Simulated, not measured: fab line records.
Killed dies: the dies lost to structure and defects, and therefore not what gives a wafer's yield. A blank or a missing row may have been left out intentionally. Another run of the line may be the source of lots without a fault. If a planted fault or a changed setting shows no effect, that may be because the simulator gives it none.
Split-lot experiment || flow n5 finfet || 39 wafers read from 7 lots, route of 1938 steps

ABOUT THE SPLIT
At N5_BEOL_M9_ETCH_62 (etches SOC in N2/H2, target depth 110 nm, overetch 22 nm, time 165 s), the setting time s was moved away from the recipe's 165 s on 18 of the 39 wafers read, by -56.2% to +46.2%. For the rest of the wafers, this setting stayed at what the recipe calls for.

The split's own step is where the reading is taken.

THE READING
SiARC_of_BEOL_M9_COAT_60.thk nm (the simulator's own value, which no gauge read), in nm, at N5_BEOL_M9_ETCH_62 (etches SOC in N2/H2, target depth 110 nm, overetch 22 nm, time 165 s). The file gives no usual value for it. Average 23.7 nm, standard deviation 0.15 nm, over the 21 wafers here run with the recipe.

{"wafer": "L075.1", "tool, chamber at the split": "rie diel-01, 2", "time s as run, s": 105.3, "against the recipe": "-36.2%", "SiARC_of_BEOL_M9_COAT_60.thk nm, nm": 26, "against lot-mates on the recipe": "+2.4"}
{"wafer": "L075.2", "tool, chamber at the split": "rie diel-01, 3", "time s as run, s": 105.3, "against the recipe": "-36.2%", "SiARC_of_BEOL_M9_COAT_60.thk nm, nm": 26, "against lot-mates on the recipe": "+2.4"}
{"wafer": "L075.3", "tool, chamber at the split": "rie diel-01, 1,3", "time s as run, s": 165, "against the recipe": "recipe", "SiARC_of_BEOL_M9_COAT_60.thk nm, nm": 23.6, "against lot-mates on the recipe": "-"}
{"wafer": "L075.6", "tool, chamber at the split": "rie diel-01, 1,3", "time s as run, s": 165, "against the recipe": "recipe", "SiARC_of_BEOL_M9_COAT_60.thk nm, nm": 23.6, "against lot-mates on the recipe": "-"}
{"wafer": "L075.4", "tool, chamber at the split": "rie diel-01, 0", "time s as run, s": 105.3, "against the recipe": "-36.2%", "SiARC_of_BEOL_M9_COAT_60.thk nm, nm": 25.6, "against lot-mates on the recipe": "+2.0"}
{"wafer": "L075.5", "tool, chamber at the split": "rie diel-01, 2", "time s as run, s": 165, "against the recipe": "recipe", "SiARC_of_BEOL_M9_COAT_60.thk nm, nm": 23.6, "against lot-mates on the recipe": "-"}
{"wafer": "L077.2", "tool, chamber at the split": "rie diel-01, 0", "time s as run, s": 165, "against the recipe": "recipe", "SiARC_of_BEOL_M9_COAT_60.thk nm, nm": 23.4, "against lot-mates on the recipe": "-"}
{"wafer": "L077.5", "tool, chamber at the split": "rie diel-01, 0", "time s as run, s": 165, "against the recipe": "recipe", "SiARC_of_BEOL_M9_COAT_60.thk nm, nm": 23.6, "against lot-mates on the recipe": "-"}
{"wafer": "L077.6", "tool, chamber at the split": "rie diel-01, 1", "time s as run, s": 165, "against the recipe": "recipe", "SiARC_of_BEOL_M9_COAT_60.thk nm, nm": 23.8, "against lot-mates on the recipe": "-"}
{"wafer": "L078.1", "tool, chamber at the split": "rie diel-01, 0", "time s as run, s": 165, "against the recipe": "recipe", "SiARC_of_BEOL_M9_COAT_60.thk nm, nm": 23.4, "against lot-mates on the recipe": "-"}
{"wafer": "L078.2", "tool, chamber at the split": "rie diel-01, 2", "time s as run, s": 211, "against the recipe": "+27.9%", "SiARC_of_BEOL_M9_COAT_60.thk nm, nm": 22, "against lot-mates on the recipe": -1.7}
{"wafer": "L078.3", "tool, chamber at the split": "rie diel-01, 1", "time s as run, s": 165, "against the recipe": "recipe", "SiARC_of_BEOL_M9_COAT_60.thk nm, nm": 23.8, "against lot-mates on the recipe": "-"}
{"wafer": "L078.4", "tool, chamber at the split": "rie diel-01, 2", "time s as run, s": 211, "against the recipe": "+27.9%", "SiARC_of_BEOL_M9_COAT_60.thk nm, nm": 22, "against lot-mates on the recipe": -1.7}
{"wafer": "L078.5", "tool, chamber at the split": "rie diel-01, 1", "time s as run, s": 165, "against the recipe": "recipe", "SiARC_of_BEOL_M9_COAT_60.thk nm, nm": 23.8, "against lot-mates on the recipe": "-"}
{"wafer": "L078.6", "tool, chamber at the split": "rie diel-01, 0", "time s as run, s": 211, "against the recipe": "+27.9%", "SiARC_of_BEOL_M9_COAT_60.thk nm, nm": 21.6, "against lot-mates on the recipe": -2.1}
{"wafer": "L080.1", "tool, chamber at the split": "rie diel-01, 3", "time s as run, s": 165, "against the recipe": "recipe", "SiARC_of_BEOL_M9_COAT_60.thk nm, nm": 23.6, "against lot-mates on the recipe": "-"}
{"wafer": "L080.2", "tool, chamber at the split": "rie diel-01, 0", "time s as run, s": 125.5, "against the recipe": "-23.9%", "SiARC_of_BEOL_M9_COAT_60.thk nm, nm": 24.8, "against lot-mates on the recipe": "+1.2"}
{"wafer": "L080.3", "tool, chamber at the split": "rie diel-01, 1", "time s as run, s": 165, "against the recipe": "recipe", "SiARC_of_BEOL_M9_COAT_60.thk nm, nm": 23.6, "against lot-mates on the recipe": "-"}
{"wafer": "L080.4", "tool, chamber at the split": "rie diel-01, 2", "time s as run, s": 165, "against the recipe": "recipe", "SiARC_of_BEOL_M9_COAT_60.thk nm, nm": 23.6, "against lot-mates on the recipe": "-"}
{"wafer": "L080.5", "tool, chamber at the split": "rie diel-01, 3", "time s as run, s": 125.5, "against the recipe": "-23.9%", "SiARC_of_BEOL_M9_COAT_60.thk nm, nm": 25.2, "against lot-mates on the recipe": "+1.6"}
{"wafer": "L080.6", "tool, chamber at the split": "rie diel-01, 2", "time s as run, s": 125.5, "against the recipe": "-23.9%", "SiARC_of_BEOL_M9_COAT_60.thk nm, nm": 25.2, "against lot-mates on the recipe": "+1.6"}
{"wafer": "L088.1", "tool, chamber at the split": "rie diel-01, 2", "time s as run, s": 72.21, "against the recipe": "-56.2%", "SiARC_of_BEOL_M9_COAT_60.thk nm, nm": 27.2, "against lot-mates on the recipe": "+3.6"}
{"wafer": "L088.2", "tool, chamber at the split": "rie diel-01, 3", "time s as run, s": 165, "against the recipe": "recipe", "SiARC_of_BEOL_M9_COAT_60.thk nm, nm": 23.6, "against lot-mates on the recipe": "-"}
{"wafer": "L088.3", "tool, chamber at the split": "rie diel-01, 1", "time s as run, s": 165, "against the recipe": "recipe", "SiARC_of_BEOL_M9_COAT_60.thk nm, nm": 23.6, "against lot-mates on the recipe": "-"}
{"wafer": "L088.6", "tool, chamber at the split": "rie diel-01, 1", "time s as run, s": 165, "against the recipe": "recipe", "SiARC_of_BEOL_M9_COAT_60.thk nm, nm": 23.6, "against lot-mates on the recipe": "-"}
{"wafer": "L088.4", "tool, chamber at the split": "rie diel-01, 0", "time s as run, s": 72.21, "against the recipe": "-56.2%", "SiARC_of_BEOL_M9_COAT_60.thk nm, nm": 27, "against lot-mates on the recipe": "+3.4"}
{"wafer": "L088.5", "tool, chamber at the split": "rie diel-01, 2", "time s as run, s": 72.21, "against the recipe": "-56.2%", "SiARC_of_BEOL_M9_COAT_60.thk nm, nm": 27.2, "against lot-mates on the recipe": "+3.6"}
{"wafer": "L090.1", "tool, chamber at the split": "rie diel-03, 0", "time s as run, s": 165, "against the recipe": "recipe", "SiARC_of_BEOL_M9_COAT_60.thk nm, nm": 24, "against lot-mates on the recipe": "-"}
{"wafer": "L090.2", "tool, chamber at the split": "rie diel-03, 3", "time s as run, s": 241.3, "against the recipe": "+46.2%", "SiARC_of_BEOL_M9_COAT_60.thk nm, nm": 20.6, "against lot-mates on the recipe": -3.3}
{"wafer": "L090.3", "tool, chamber at the split": "rie diel-03, 1", "time s as run, s": 241.3, "against the recipe": "+46.2%", "SiARC_of_BEOL_M9_COAT_60.thk nm, nm": 20.8, "against lot-mates on the recipe": -3.1}
{"wafer": "L090.4", "tool, chamber at the split": "rie diel-03, 2", "time s as run, s": 165, "against the recipe": "recipe", "SiARC_of_BEOL_M9_COAT_60.thk nm, nm": 23.8, "against lot-mates on the recipe": "-"}
{"wafer": "L090.5", "tool, chamber at the split": "rie diel-03, 1", "time s as run, s": 165, "against the recipe": "recipe", "SiARC_of_BEOL_M9_COAT_60.thk nm, nm": 23.8, "against lot-mates on the recipe": "-"}
{"wafer": "L090.6", "tool, chamber at the split": "rie diel-03, 0", "time s as run, s": 241.3, "against the recipe": "+46.2%", "SiARC_of_BEOL_M9_COAT_60.thk nm, nm": 21.2, "against lot-mates on the recipe": -2.7}
{"wafer": "L096.1", "tool, chamber at the split": "rie diel-01, 1", "time s as run, s": 86.73, "against the recipe": "-47.4%", "SiARC_of_BEOL_M9_COAT_60.thk nm, nm": 26.6, "against lot-mates on the recipe": "+2.9"}
{"wafer": "L096.2", "tool, chamber at the split": "rie diel-01, 2", "time s as run, s": 165, "against the recipe": "recipe", "SiARC_of_BEOL_M9_COAT_60.thk nm, nm": 23.8, "against lot-mates on the recipe": "-"}
{"wafer": "L096.3", "tool, chamber at the split": "rie diel-01, 3", "time s as run, s": 86.73, "against the recipe": "-47.4%", "SiARC_of_BEOL_M9_COAT_60.thk nm, nm": 26.8, "against lot-mates on the recipe": "+3.1"}
{"wafer": "L096.4", "tool, chamber at the split": "rie diel-01, 0", "time s as run, s": 86.73, "against the recipe": "-47.4%", "SiARC_of_BEOL_M9_COAT_60.thk nm, nm": 26.4, "against lot-mates on the recipe": "+2.7"}
{"wafer": "L096.5", "tool, chamber at the split": "rie diel-01, 1", "time s as run, s": 165, "against the recipe": "recipe", "SiARC_of_BEOL_M9_COAT_60.thk nm, nm": 23.8, "against lot-mates on the recipe": "-"}
{"wafer": "L096.6", "tool, chamber at the split": "rie diel-01, 0", "time s as run, s": 165, "against the recipe": "recipe", "SiARC_of_BEOL_M9_COAT_60.thk nm, nm": 23.4, "against lot-mates on the recipe": "-"}
Rows listing several chambers each stand for several wafers; the file does not say which wafer went through which chamber.

FIT RESULTS
A straight line over all 39 wafers: SiARC_of_BEOL_M9_COAT_60.thk nm changes by -0.0615 nm for each +1% of time s; r = -0.99; the points scatter about the line by 0.18 nm.
The same after taking each lot's own level away (the mean of its wafers on the recipe; 39 wafers): -0.0632 nm for each +1%; r = -1.00; scatter 0.16 nm.
According to that fit, moving time s by its largest amount changes the reading by 3.6 nm.
From 23.60 to 23.87 nm: that is the span of the lots' own levels, equal to 1.7 times the standard deviation above.
The two slopes agree, so the slope changes little with the lot-to-lot level.
Check: +3.53 nm against its lot-mates is what the line predicts for one of the wafers moved furthest among these (-56.2%) when that wafer is left out of the fit. Against them it came out at +3.6 nm.

OTHER SPLITS APPLIED TO THESE WAFERS
Before the reading, these wafers also passed through other splits. Each is held against what the fit with the lots' levels taken away leaves over:
{"other split on the same wafers": "N5_ZERO_LAYER_ETCH_18 target depth a", "wafers away from the commonest value": 15, "r with SiARC_of_BEOL_M9_COAT_60.thk nm (lot level and that fit taken away)": "+0.08"}
{"other split on the same wafers": "N5_ILD0_PRECLEAN_10 time s", "wafers away from the commonest value": 9, "r with SiARC_of_BEOL_M9_COAT_60.thk nm (lot level and that fit taken away)": "+0.07"}
{"other split on the same wafers": "N5_MOL_CONTACT_COAG_CVD_140 target thk a", "wafers away from the commonest value": 18, "r with SiARC_of_BEOL_M9_COAT_60.thk nm (lot level and that fit taken away)": -0.01}
{"other split on the same wafers": "N5_BEOL_M3_ILD_DEP_00 time s", "wafers away from the commonest value": 15, "r with SiARC_of_BEOL_M9_COAT_60.thk nm (lot level and that fit taken away)": "+0.02"}
{"other split on the same wafers": "N5_BEOL_M6_ALD_77 ald cycles", "wafers away from the commonest value": 12, "r with SiARC_of_BEOL_M9_COAT_60.thk nm (lot level and that fit taken away)": -0.26}

THE WHOLE CHAIN: every reading that the file lists as answering this split, in the file's order
{"step": "N5_BEOL_M9_ETCH_62", "what it does": "etches SOC in N2/H2, target depth 110 nm, overetch 22 nm, time 165 s", "reading": "etch.depth nm (the simulator's own value, which no gauge read)", "change (the file's fit)": "not straight: 56.36 at the lowest setting, 99.84 at the recipe, 99.85 at the highest", "r (the file's)": "not given"}
{"step": "N5_BEOL_M9_ETCH_62", "what it does": "etches SOC in N2/H2, target depth 110 nm, overetch 22 nm, time 165 s", "reading": "SiARC_of_BEOL_M9_COAT_60.thk nm (the simulator's own value, which no gauge read)", "change (the file's fit)": "-0.0631 nm for each +1% of the setting", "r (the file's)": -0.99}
{"step": "N5_BEOL_M9_HM_OPEN_17", "what it does": "chemistry Cl2/BCl3, target TiN, target depth 20 nm, overetch 6 nm", "reading": "oes product au", "change (the file's fit)": "not straight: 0.29 at the lowest setting, 0.67 at the recipe, 0.50 at the highest", "r (the file's)": "not given"}

FILE'S OWN FIT
SiARC_of_BEOL_M9_COAT_60.thk nm changes by -0.0631 nm for each +1% of time s, r = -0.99.
